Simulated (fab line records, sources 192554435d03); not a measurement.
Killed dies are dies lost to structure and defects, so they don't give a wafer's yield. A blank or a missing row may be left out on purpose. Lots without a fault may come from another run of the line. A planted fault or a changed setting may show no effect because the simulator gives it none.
Split-lot experiment | flow n5_finfet | 7 lots, 21 wafers read, on a route of 1938 steps

THE SPLIT
At N5_BEOL_M5_TRENCH_ETCH_37 (etches SiCOH lowk in C4F6/O2, target depth 71.652 nm, time 24.7 s), the setting bias_w was moved away from the recipe's 185 W on 8 of the 21 wafers read, by -12.9% to -6.8%. The other wafers ran this setting at the recipe's value.

The reading is taken at the split's own step.

THE READING
rf_vpp_V, in V, at N5_BEOL_M5_TRENCH_ETCH_37 (etches SiCOH lowk in C4F6/O2, target depth 71.652 nm, time 24.7 s). Fault-free wafers of this fab line usually give 668 V, standard deviation 12 V.

wafer  | tool, chamber at the split | bias_w as run, W | against the recipe | rf_vpp_V, V | against lot-mates on the recipe
L077.2 | rie_diel-06, 2             | 185              | recipe             | 669         | -
L077.4 | rie_diel-06, 0             | 169.5            | -8.4%              | 620         | -49
L077.6 | rie_diel-06, 3             | 169.5            | -8.4%              | 629         | -40
L074.3 | rie_diel-04, 1             | 185              | recipe             | 650         | -
L074.4 | rie_diel-04, 1             | 185              | recipe             | 651         | -
L074.6 | rie_diel-04, 3             | 185              | recipe             | 666         | -
L079.4 | rie_diel-02, 3             | 161.1            | -12.9%             | 577         | -80
L079.5 | rie_diel-02, 0             | 185              | recipe             | 670         | -
L079.6 | rie_diel-02, 3             | 185              | recipe             | 643         | -
L082.1 | rie_diel-02, 2             | 172.4            | -6.8%              | 640         | -35
L082.5 | rie_diel-02, 1             | 172.4            | -6.8%              | 638         | -37
L082.6 | rie_diel-02, 2             | 185              | recipe             | 675         | -
L085.3 | rie_diel-04, 2             | 185              | recipe             | 689         | -
L085.4 | rie_diel-04, 2             | 185              | recipe             | 691         | -
L085.6 | rie_diel-04, 3             | 185              | recipe             | 664         | -
L087.4 | rie_diel-06, 1             | 168.4            | -9.0%              | 626         | -42
L087.5 | rie_diel-06, 3             | 168.4            | -9.0%              | 626         | -42
L087.6 | rie_diel-06, 2             | 185              | recipe             | 668         | -
L092.1 | rie_diel-02, 2             | 171.2            | -7.5%              | 635         | -22
L092.4 | rie_diel-02, 1             | 185              | recipe             | 673         | -
L092.5 | rie_diel-02, 3             | 185              | recipe             | 641         | -

THE FIT
A straight line over all 21 wafers: rf_vpp_V changes by +5.19 V for each +1% of bias_w; r = +0.86; the points scatter about the line by 14 V.
The same after taking each lot's own level away (the mean of its wafers on the recipe; 21 wafers): +5.22 V for each +1%; r = +0.92; scatter 10 V.
On that fit, the largest move of bias_w shifts the reading by 67 V.
The lots' own levels span 655.7 to 681.3 V, that is 2.1 times the standard deviation above.
So the lot-to-lot level changes the slope little: the two slopes agree.
Check: with one of the wafers moved furthest among these (-12.9%) left out of the fit, the line predicts -61.9 V for it against its lot-mates. It came out at -79.5 V against them.
Tool readings at the split's step, against how far the setting was moved: rf_vpp_V r = +0.86.

OTHER SPLITS ON THESE WAFERS
These wafers also went through other splits before the reading. Each is held against what the fit with the lots' levels taken away leaves over:
other split on the same wafers   | wafers away from the commonest value | r with rf_vpp_V (lot level and that fit taken away)
N5_BEOL_M4_EXPOSE_08 dose_mj     | 7                                    | -0.37
N5_BEOL_M4_ETCH_64 bias_w        | 13                                   | +0.08
N5_BEOL_M4_DESCUM_33 time_s      | 7                                    | +0.29
N5_BEOL_M4_TRENCH_ETCH_37 bias_w | 11                                   | -0.04
N5_BEOL_M5_ETCH_68 time_s        | 9                                    | +0.15

THE FILE'S OWN FIT
rf_vpp_V changes by +5.24 V for each +1% of bias_w, r = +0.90.
